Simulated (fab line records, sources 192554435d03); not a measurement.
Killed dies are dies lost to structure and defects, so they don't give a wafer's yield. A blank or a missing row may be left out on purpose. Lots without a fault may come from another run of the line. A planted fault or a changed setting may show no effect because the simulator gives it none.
Which tool did it? | flow n5_finfet | 24 lots, 72 wafers sampled, at 6 steps of a route of 1938

WHAT THE GAUGES READ, wafer by wafer
The record holds no reading of a measuring or inspecting step that can be judged against a usual standard deviation.

WHICH TOOL RAN EACH LOT (tool, then ch and the chambers of the sampled wafers, then the start)
lot  | N5_BEOL_M7_PRE_CLEAN_45      | N5_BEOL_M8_TRENCH_ETCH_37                     | N5_BEOL_M8_STRIP_80                           | N5_BEOL_M8_DEGAS_44          | N5_BEOL_M8_CMP_52             | N5_BEOL_M9_ILD_DEP_00
L074 | pvd_sputter-03, day 9 08:38  | rie_diel-01 ch 1,2,3, day 9 15:46 or earlier  | rie_diel-01 ch 1,2,3, day 9 15:46 or earlier  | pvd_sputter-02, day 9 15:46  | cmp-02 ch 1,2,3, day 9 17:11  | pecvd-01 ch 0,1,2, day 9 17:43
L075 | pvd_sputter-02, day 9 12:29  | rie_diel-01 ch 0,1,3, day 9 21:36 or earlier  | rie_diel-01 ch 0,1,3, day 9 21:36 or earlier  | pvd_sputter-02, day 9 21:36  | cmp-04 ch 0,1,3, day 9 23:03  | pecvd-03 ch 0,1, day 9 23:32
L076 | pvd_sputter-03, day 9 15:22  | rie_diel-06 ch 0,1,2, day 9 21:17 or earlier  | rie_diel-06 ch 0,1,2, day 9 21:17 or earlier  | pvd_sputter-01, day 9 21:17  | cmp-04 ch 0,1,3, day 9 22:47  | pecvd-01 ch 1,2, day 9 23:16
L077 | pvd_sputter-01, day 9 18:22  | rie_diel-06 ch 0,2,3, day 10 01:52 or earlier | rie_diel-06 ch 0,2,3, day 10 01:52 or earlier | pvd_sputter-01, day 10 01:52 | cmp-04 ch 0,1,2, day 10 03:13 | pecvd-03 ch 0,2, day 10 03:37
L078 | pvd_sputter-01, day 9 23:50  | rie_diel-06 ch 0,1,2, day 10 07:29 or earlier | rie_diel-06 ch 0,1,2, day 10 07:29 or earlier | pvd_sputter-02, day 10 07:29 | cmp-01 ch 0,1,2, day 10 10:35 | pecvd-01 ch 0,1,2, day 10 11:04
L079 | pvd_sputter-01, day 10 01:59 | rie_diel-01 ch 1,2,3, day 10 10:39 or earlier | rie_diel-01 ch 1,2,3, day 10 10:39 or earlier | pvd_sputter-02, day 10 10:39 | cmp-02 ch 0,1,3, day 10 12:41 | pecvd-01 ch 0,1,2, day 10 13:11
L081 | pvd_sputter-01, day 10 20:00 | rie_diel-01 ch 2,3, day 11 04:32 or earlier   | rie_diel-01 ch 2,3, day 11 04:32 or earlier   | pvd_sputter-01, day 11 04:32 | cmp-04 ch 2,3, day 11 07:49   | pecvd-02 ch 0,2, day 11 08:16
L080 | pvd_sputter-03, day 10 20:30 | rie_diel-04 ch 1,2,3, day 11 05:03 or earlier | rie_diel-04 ch 1,2,3, day 11 05:03 or earlier | pvd_sputter-01, day 11 05:03 | cmp-01 ch 2,3, day 11 08:05   | pecvd-03 ch 0,1,2, day 11 08:34
L082 | pvd_sputter-01, day 11 00:29 | rie_diel-06 ch 0,2,3, day 11 08:31 or earlier | rie_diel-06 ch 0,2,3, day 11 08:31 or earlier | pvd_sputter-01, day 11 08:31 | cmp-01 ch 0,2,3, day 11 09:55 | pecvd-02 ch 0,1,2, day 11 10:19
L083 | pvd_sputter-01, day 11 14:57 | rie_diel-06 ch 2,3, day 11 20:38 or earlier   | rie_diel-06 ch 2,3, day 11 20:38 or earlier   | pvd_sputter-03, day 11 20:38 | cmp-01 ch 0,1,2, day 11 22:40 | pecvd-01 ch 0,1,2, day 11 23:07
L084 | pvd_sputter-01, day 11 16:01 | rie_diel-01 ch 0,1,3, day 12 00:37 or earlier | rie_diel-01 ch 0,1,3, day 12 00:37 or earlier | pvd_sputter-01, day 12 00:37 | cmp-04 ch 1,2,3, day 12 02:44 | pecvd-01 ch 0,2, day 12 03:13
L086 | pvd_sputter-01, day 12 00:58 | rie_diel-01 ch 0,1,3, day 12 09:13 or earlier | rie_diel-01 ch 0,1,3, day 12 09:13 or earlier | pvd_sputter-01, day 12 09:13 | cmp-04 ch 0,3, day 12 10:32   | pecvd-01 ch 0,1,2, day 12 11:04
L085 | pvd_sputter-01, day 12 01:08 | rie_diel-04 ch 1,3, day 12 09:14 or earlier   | rie_diel-04 ch 1,3, day 12 09:14 or earlier   | pvd_sputter-02, day 12 09:14 | cmp-01 ch 0,1,2, day 12 10:37 | pecvd-03 ch 0,1, day 12 11:07
L088 | pvd_sputter-03, day 12 09:50 | rie_diel-01 ch 1,2,3, day 12 16:35 or earlier | rie_diel-01 ch 1,2,3, day 12 16:35 or earlier | pvd_sputter-03, day 12 16:35 | cmp-04 ch 0,2,3, day 12 18:01 | pecvd-03 ch 0,1,2, day 12 18:30
L087 | pvd_sputter-01, day 12 10:44 | rie_diel-01 ch 0,1, day 12 19:06 or earlier   | rie_diel-01 ch 0,1, day 12 19:06 or earlier   | pvd_sputter-02, day 12 19:06 | cmp-01 ch 1,2, day 12 20:33   | pecvd-03 ch 0,1,2, day 12 21:00
L089 | pvd_sputter-01, day 12 16:37 | rie_diel-01 ch 1,2, day 13 02:29 or earlier   | rie_diel-01 ch 1,2, day 13 02:29 or earlier   | pvd_sputter-01, day 13 02:29 | cmp-01 ch 1,3, day 13 04:03   | pecvd-01 ch 1,2, day 13 04:32
L091 | pvd_sputter-03, day 13 09:28 | rie_diel-06 ch 2,3, day 13 18:38 or earlier   | rie_diel-06 ch 2,3, day 13 18:38 or earlier   | pvd_sputter-03, day 13 18:38 | cmp-01 ch 0,1,3, day 13 20:02 | pecvd-01 ch 1,2, day 13 20:26
L090 | pvd_sputter-03, day 13 15:18 | rie_diel-04 ch 0,1, day 13 23:37 or earlier   | rie_diel-04 ch 0,1, day 13 23:37 or earlier   | pvd_sputter-02, day 13 23:37 | cmp-01 ch 1,2,3, day 14 01:08 | pecvd-01 ch 0,2, day 14 01:33
L092 | pvd_sputter-03, day 13 21:55 | rie_diel-01 ch 0,1,2, day 14 04:28 or earlier | rie_diel-01 ch 0,1,2, day 14 04:28 or earlier | pvd_sputter-01, day 14 04:28 | cmp-01 ch 0,1,3, day 14 07:01 | pecvd-01 ch 0,1,2, day 14 07:29
L093 | pvd_sputter-02, day 13 22:41 | rie_diel-04 ch 0,2,3, day 14 08:07 or earlier | rie_diel-04 ch 0,2,3, day 14 08:07 or earlier | pvd_sputter-02, day 14 08:07 | cmp-02 ch 1,2,3, day 14 09:42 | pecvd-03 ch 0,1,2, day 14 10:11
L094 | pvd_sputter-02, day 13 23:32 | rie_diel-04 ch 0,1,2, day 14 08:55 or earlier | rie_diel-04 ch 0,1,2, day 14 08:55 or earlier | pvd_sputter-02, day 14 08:55 | cmp-01 ch 0,2,3, day 14 10:17 | pecvd-03 ch 0,1, day 14 10:48
L096 | pvd_sputter-01, day 14 11:54 | rie_diel-04 ch 0,2, day 14 20:19 or earlier   | rie_diel-04 ch 0,2, day 14 20:19 or earlier   | pvd_sputter-01, day 14 20:19 | cmp-01 ch 0,1, day 14 21:40   | pecvd-02 ch 1,2, day 14 22:10
L095 | pvd_sputter-01, day 14 20:26 | rie_diel-01 ch 1,3, day 15 06:22 or earlier   | rie_diel-01 ch 1,3, day 15 06:22 or earlier   | pvd_sputter-02, day 15 06:22 | cmp-01 ch 0,1,3, day 15 08:31 | pecvd-01 ch 1,2, day 15 08:56
L097 | pvd_sputter-01, day 14 21:29 | rie_diel-04 ch 0,2, day 15 05:58 or earlier   | rie_diel-04 ch 0,2, day 15 05:58 or earlier   | pvd_sputter-02, day 15 05:58 | cmp-02 ch 0,2, day 15 08:10   | pecvd-01 ch 0,1, day 15 08:39
- N5_BEOL_M7_PRE_CLEAN_45: time 30 s.
- N5_BEOL_M8_TRENCH_ETCH_37: etches SiCOH lowk in C4F6/O2, target depth 93.478 nm, time 31.2 s.
- N5_BEOL_M8_STRIP_80: strips in N2/H2, time 10 s.
- N5_BEOL_M8_DEGAS_44: time 60 s.
- N5_BEOL_M8_CMP_52: polishes, stops on SiCOH lowk, t overpolish 6.9 s, target thk 80 nm.
- N5_BEOL_M9_ILD_DEP_00: deposits SiCOH lowk from DEMS/porogen, target thk 308.51 nm, time 58 s.

WHAT THE TOOLS THEMSELVES READ (means of the sampled wafers that have a number; where no wafer has one, the mark that the record gives instead)
N5_BEOL_M7_PRE_CLEAN_45. Usual: heater_power_w 343 W, standard deviation 44.
lot  | tool           | heater_power_w (W) | flag
L074 | pvd_sputter-03 | 319                |
L075 | pvd_sputter-02 | 352                |
L076 | pvd_sputter-03 | 374                |
L077 | pvd_sputter-01 | 348                |
L078 | pvd_sputter-01 | 328                |
L079 | pvd_sputter-01 | 350                |
L081 | pvd_sputter-01 | 304                |
L080 | pvd_sputter-03 | 374                |
L082 | pvd_sputter-01 | 321                |
L083 | pvd_sputter-01 | 334                |
L084 | pvd_sputter-01 | 323                |
L086 | pvd_sputter-01 | 317                |
L085 | pvd_sputter-01 | 316                |
L088 | pvd_sputter-03 | 356                |
L087 | pvd_sputter-01 | 330                |
L089 | pvd_sputter-01 | 340                |
L091 | pvd_sputter-03 | 354                |
L090 | pvd_sputter-03 | 324                |
L092 | pvd_sputter-03 | 371                |
L093 | pvd_sputter-02 | 364                |
L094 | pvd_sputter-02 | 348                |
L096 | pvd_sputter-01 | 350                |
L095 | pvd_sputter-01 | 312                |
L097 | pvd_sputter-01 | 327                |

N5_BEOL_M8_TRENCH_ETCH_37. Usual: drypump_motor_current_A 5.6 A, standard deviation 0.49; oes_f_703_au 0.82 a.u., standard deviation 0.081; oes_product_au 0.81 a.u., standard deviation 0.086; rf_vpp_V 660 V, standard deviation 4.3; showerhead_plenum_p_Torr 2.84 Torr, standard deviation 0.081; throttle_valve_pct 20.90 %, standard deviation 0.18.
lot  | tool        | drypump_motor_current_A (A) | oes_f_703_au (a.u.) | oes_product_au (a.u.) | rf_vpp_V (V) | showerhead_plenum_p_Torr (Torr) | throttle_valve_pct (%) | flag
L074 | rie_diel-01 | 5.4                         | 0.83                | 0.83                  | 659          | 2.84                            | 20.75                  |
L075 | rie_diel-01 | 5.4                         | 0.89                | 0.90                  | 658          | 2.86                            | 20.84                  |
L076 | rie_diel-06 | 5.4                         | 0.79                | 0.79                  | 659          | 2.85                            | 20.96                  |
L077 | rie_diel-06 | 5.9                         | 0.81                | 0.80                  | 663          | 2.90                            | 20.96                  |
L078 | rie_diel-06 | 5.4                         | 0.78                | 0.78                  | 659          | 2.85                            | 20.96                  |
L079 | rie_diel-01 | 5.4                         | 0.82                | 0.83                  | 658          | 2.83                            | 20.76                  |
L081 | rie_diel-01 | 5.6                         | 0.76                | 0.76                  | 662          | 2.85                            | 20.85                  |
L080 | rie_diel-04 | 5.9                         | 0.77                | 0.76                  | 664          | 2.84                            | 20.84                  |
L082 | rie_diel-06 | 5.9                         | 0.79                | 0.78                  | 661          | 2.89                            | 20.97                  |
L083 | rie_diel-06 | 6.3                         | 0.78                | 0.77                  | 659          | 2.89                            | 20.97                  |
L084 | rie_diel-01 | 5.3                         | 0.86                | 0.87                  | 657          | 2.85                            | 20.88                  |
L086 | rie_diel-01 | 5.3                         | 0.86                | 0.86                  | 657          | 2.85                            | 20.87                  |
L085 | rie_diel-04 | 5.6                         | 0.69                | 0.68                  | 663          | 2.76                            | 20.83                  |
L088 | rie_diel-01 | 5.4                         | 0.80                | 0.80                  | 658          | 2.82                            | 20.79                  |
L087 | rie_diel-01 | 5.0                         | 0.85                | 0.86                  | 657          | 2.81                            | 20.83                  |
L089 | rie_diel-01 | 5.0                         | 0.78                | 0.79                  | 657          | 2.79                            | 20.75                  |
L091 | rie_diel-06 | 6.3                         | 0.77                | 0.75                  | 659          | 2.88                            | 20.98                  |
L090 | rie_diel-04 | 5.6                         | 0.93                | 0.93                  | 662          | 2.79                            | 20.73                  |
L092 | rie_diel-01 | 5.2                         | 0.79                | 0.79                  | 660          | 2.83                            | 20.92                  |
L093 | rie_diel-04 | 5.9                         | 0.82                | 0.81                  | 663          | 2.83                            | 20.93                  |
L094 | rie_diel-04 | 5.9                         | 0.89                | 0.89                  | 663          | 2.87                            | 20.88                  |
L096 | rie_diel-04 | 5.9                         | 0.87                | 0.87                  | 662          | 2.87                            | 21.07                  |
L095 | rie_diel-01 | 5.1                         | 0.82                | 0.82                  | 655          | 2.80                            | 20.74                  |
L097 | rie_diel-04 | 6.2                         | 0.85                | 0.85                  | 663          | 2.94                            | 21.03                  |

N5_BEOL_M8_STRIP_80. Usual: bias_power_w 7.002 W, standard deviation 0.02; drypump_motor_current_A 5.6 A, standard deviation 0.49; h2_flow_sccm 200.0 sccm, standard deviation 0.55; oes_product_au 0.81 a.u., standard deviation 0.087; rf_vpp_V 59.2 V, standard deviation 0.79; showerhead_plenum_p_Torr 2.54 Torr, standard deviation 0.08; throttle_valve_pct 23.63 %, standard deviation 0.19.
lot  | tool        | bias_power_w (W) | drypump_motor_current_A (A) | h2_flow_sccm (sccm) | oes_product_au (a.u.) | rf_vpp_V (V) | showerhead_plenum_p_Torr (Torr) | throttle_valve_pct (%) | flag
L074 | rie_diel-01 | 6.999            | 5.3                         | 200.0               | 0.83                  | 59.7         | 2.53                            | 23.47                  |
L075 | rie_diel-01 | 6.989            | 5.3                         | 199.6               | 0.89                  | 59.9         | 2.56                            | 23.61                  |
L076 | rie_diel-06 | 6.982            | 5.4                         | 200.1               | 0.78                  | 59.3         | 2.54                            | 23.61                  |
L077 | rie_diel-06 | 6.986            | 5.9                         | 200.3               | 0.80                  | 59.4         | 2.59                            | 23.54                  |
L078 | rie_diel-06 | 7.009            | 5.4                         | 199.9               | 0.78                  | 59.1         | 2.54                            | 23.61                  |
L079 | rie_diel-01 | 7.003            | 5.4                         | 199.6               | 0.81                  | 59.4         | 2.53                            | 23.47                  |
L081 | rie_diel-01 | 6.995            | 5.6                         | 199.9               | 0.76                  | 59.3         | 2.54                            | 23.54                  |
L080 | rie_diel-04 | 6.986            | 5.9                         | 200.1               | 0.77                  | 59.3         | 2.54                            | 23.70                  |
L082 | rie_diel-06 | 6.997            | 5.9                         | 200.0               | 0.78                  | 59.7         | 2.59                            | 23.56                  |
L083 | rie_diel-06 | 7.012            | 6.4                         | 199.8               | 0.77                  | 59.6         | 2.57                            | 23.50                  |
L084 | rie_diel-01 | 7.000            | 5.4                         | 200.1               | 0.87                  | 59.4         | 2.55                            | 23.62                  |
L086 | rie_diel-01 | 7.010            | 5.4                         | 199.3               | 0.86                  | 59.7         | 2.55                            | 23.64                  |
L085 | rie_diel-04 | 7.008            | 5.6                         | 200.0               | 0.69                  | 58.9         | 2.47                            | 23.76                  |
L088 | rie_diel-01 | 7.006            | 5.4                         | 200.2               | 0.80                  | 59.2         | 2.52                            | 23.51                  |
L087 | rie_diel-01 | 6.991            | 5.0                         | 199.8               | 0.86                  | 58.6         | 2.51                            | 23.62                  |
L089 | rie_diel-01 | 7.015            | 5.1                         | 200.0               | 0.80                  | 58.7         | 2.48                            | 23.48                  |
L091 | rie_diel-06 | 7.010            | 6.3                         | 199.5               | 0.76                  | 59.6         | 2.57                            | 23.51                  |
L090 | rie_diel-04 | 6.977            | 5.6                         | 200.3               | 0.93                  | 59.0         | 2.50                            | 23.70                  |
L092 | rie_diel-01 | 6.996            | 5.2                         | 200.0               | 0.80                  | 59.2         | 2.52                            | 23.68                  |
L093 | rie_diel-04 | 7.007            | 5.9                         | 199.7               | 0.81                  | 59.4         | 2.52                            | 23.71                  |
L094 | rie_diel-04 | 7.005            | 5.9                         | 199.4               | 0.89                  | 59.1         | 2.56                            | 23.75                  |
L096 | rie_diel-04 | 7.011            | 5.9                         | 200.1               | 0.86                  | 60.0         | 2.56                            | 23.83                  |
L095 | rie_diel-01 | 7.004            | 5.2                         | 199.7               | 0.82                  | 59.1         | 2.50                            | 23.49                  |
L097 | rie_diel-04 | 6.981            | 6.2                         | 199.8               | 0.85                  | 59.4         | 2.62                            | 23.82                  |

N5_BEOL_M8_DEGAS_44. Usual: heater_power_w 343 W, standard deviation 34.
lot  | tool           | heater_power_w (W) | flag
L074 | pvd_sputter-02 | 341                |
L075 | pvd_sputter-02 | 342                |
L076 | pvd_sputter-01 | 345                |
L077 | pvd_sputter-01 | 344                |
L078 | pvd_sputter-02 | 359                |
L079 | pvd_sputter-02 | 345                |
L081 | pvd_sputter-01 | 348                |
L080 | pvd_sputter-01 | 340                |
L082 | pvd_sputter-01 | 324                |
L083 | pvd_sputter-03 | 355                |
L084 | pvd_sputter-01 | 346                |
L086 | pvd_sputter-01 | 356                |
L085 | pvd_sputter-02 | 335                |
L088 | pvd_sputter-03 | 357                |
L087 | pvd_sputter-02 | 376                |
L089 | pvd_sputter-01 | 341                |
L091 | pvd_sputter-03 | 321                |
L090 | pvd_sputter-02 | 333                |
L092 | pvd_sputter-01 | 345                |
L093 | pvd_sputter-02 | 346                |
L094 | pvd_sputter-02 | 340                |
L096 | pvd_sputter-01 | 342                |
L095 | pvd_sputter-02 | 347                |
L097 | pvd_sputter-02 | 341                |

N5_BEOL_M8_CMP_52. Usual: barrier_field_endpoint_s 28.6 s, standard deviation 0.65; clearing_platen_rpm 50.001 rpm, standard deviation 0.03; motor_current_A 6.0 A, standard deviation 0.84; overpolish_run_s 6.900 s, standard deviation 0.0094; time_to_endpoint_s 62.1 s, standard deviation 2.6.
lot  | tool   | barrier_field_endpoint_s (s) | clearing_platen_rpm (rpm) | motor_current_A (A) | overpolish_run_s (s) | time_to_endpoint_s (s) | flag
L074 | cmp-02 | 28.2                         | 50.009                    | 6.3                 | 6.905                | 60.6                   |
L075 | cmp-04 | 28.3                         | 50.001                    | 5.4                 | 6.900                | 61.6                   |
L076 | cmp-04 | 28.2                         | 50.012                    | 5.4                 | 6.893                | 64.3                   |
L077 | cmp-04 | 29.0                         | 50.002                    | 5.9                 | 6.900                | 62.8                   |
L078 | cmp-01 | 28.5                         | 49.995                    | 6.7                 | 6.899                | 64.4                   |
L079 | cmp-02 | 29.2                         | 49.952                    | 6.4                 | 6.901                | 65.5                   |
L081 | cmp-04 | 28.2                         | 50.006                    | 6.5                 | 6.901                | 60.5                   |
L080 | cmp-01 | 28.4                         | 50.010                    | 6.1                 | 6.903                | 60.3                   |
L082 | cmp-01 | 28.8                         | 50.030                    | 6.0                 | 6.899                | 61.8                   |
L083 | cmp-01 | 28.2                         | 50.033                    | 6.4                 | 6.895                | 60.9                   |
L084 | cmp-04 | 28.9                         | 49.987                    | 6.1                 | 6.902                | 64.3                   |
L086 | cmp-04 | 28.8                         | 50.015                    | 5.7                 | 6.903                | 62.2                   |
L085 | cmp-01 | 29.9                         | 50.002                    | 6.1                 | 6.901                | 67.5                   |
L088 | cmp-04 | 28.6                         | 50.036                    | 6.3                 | 6.895                | 60.8                   |
L087 | cmp-01 | 28.8                         | 50.018                    | 6.0                 | 6.914                | 63.6                   |
L089 | cmp-01 | 28.8                         | 50.006                    | 5.1                 | 6.893                | 59.2                   |
L091 | cmp-01 | 29.5                         | 50.002                    | 6.0                 | 6.895                | 63.0                   |
L090 | cmp-01 | 28.8                         | 49.972                    | 5.5                 | 6.890                | 62.7                   |
L092 | cmp-01 | 28.4                         | 49.992                    | 5.8                 | 6.895                | 61.9                   |
L093 | cmp-02 | 28.3                         | 50.002                    | 6.2                 | 6.905                | 60.1                   |
L094 | cmp-01 | 27.8                         | 50.009                    | 6.4                 | 6.901                | 61.3                   |
L096 | cmp-01 | 29.2                         | 50.014                    | 6.4                 | 6.898                | 61.3                   |
L095 | cmp-01 | 28.5                         | 49.992                    | 5.6                 | 6.901                | 62.2                   |
L097 | cmp-02 | 28.3                         | 49.980                    | 5.5                 | 6.889                | 59.8                   |

N5_BEOL_M9_ILD_DEP_00. Usual: heater_power_w 327 W, standard deviation 55; showerhead_plenum_p_Torr 5.747 Torr, standard deviation 0.012; showerhead_vpp_V 1398 V, standard deviation 78; throttle_valve_pct 13.6 %, standard deviation 0.65.
lot  | tool     | heater_power_w (W) | showerhead_plenum_p_Torr (Torr) | showerhead_vpp_V (V) | throttle_valve_pct (%) | flag
L074 | pecvd-01 | 319                | 5.760                           | 1408                 | 13.7                   |
L075 | pecvd-03 | 377                | 5.744                           | 1409                 | 13.0                   |
L076 | pecvd-01 | 288                | 5.756                           | 1369                 | 13.7                   |
L077 | pecvd-03 | 345                | 5.738                           | 1309                 | 12.9                   |
L078 | pecvd-01 | 310                | 5.765                           | 1404                 | 13.5                   |
L079 | pecvd-01 | 296                | 5.753                           | 1415                 | 13.5                   |
L081 | pecvd-02 | 333                | 5.730                           | 1458                 | 14.0                   |
L080 | pecvd-03 | 367                | 5.740                           | 1380                 | 13.4                   |
L082 | pecvd-02 | 355                | 5.725                           | 1411                 | 14.0                   |
L083 | pecvd-01 | 305                | 5.753                           | 1414                 | 13.4                   |
L084 | pecvd-01 | 299                | 5.751                           | 1448                 | 13.4                   |
L086 | pecvd-01 | 288                | 5.756                           | 1399                 | 13.6                   |
L085 | pecvd-03 | 362                | 5.739                           | 1401                 | 12.9                   |
L088 | pecvd-03 | 360                | 5.738                           | 1389                 | 13.7                   |
L087 | pecvd-03 | 375                | 5.745                           | 1373                 | 13.4                   |
L089 | pecvd-01 | 332                | 5.753                           | 1378                 | 13.6                   |
L091 | pecvd-01 | 309                | 5.751                           | 1379                 | 13.7                   |
L090 | pecvd-01 | 327                | 5.756                           | 1413                 | 13.5                   |
L092 | pecvd-01 | 282                | 5.753                           | 1401                 | 13.6                   |
L093 | pecvd-03 | 363                | 5.746                           | 1398                 | 13.6                   |
L094 | pecvd-03 | 408                | 5.727                           | 1474                 | 13.7                   |
L096 | pecvd-02 | 385                | 5.750                           | 1371                 | 14.3                   |
L095 | pecvd-01 | 267                | 5.744                           | 1370                 | 13.7                   |
L097 | pecvd-01 | 273                | 5.752                           | 1431                 | 13.4                   |

THE ANSWER, worked out from the rows above alone
Rule: a lot is off if the mean of its wafers that have a number lies more than 3 standard deviations from the usual mean. A lot without any number at a reading at which 4 lots or more have one is off too. The other lots that the step has rows for count as sound. The gauges are gone through in route order, then the tools' own readings, and for those a lot's mean is taken as printed above. The first step at which some lot is off is used, and at that step the reading that is off furthest; a lot without a number counts as furthest.
No lot is off at any reading shown: from this, nothing can be told.

WHAT THE SIMULATOR HAD PUT IN
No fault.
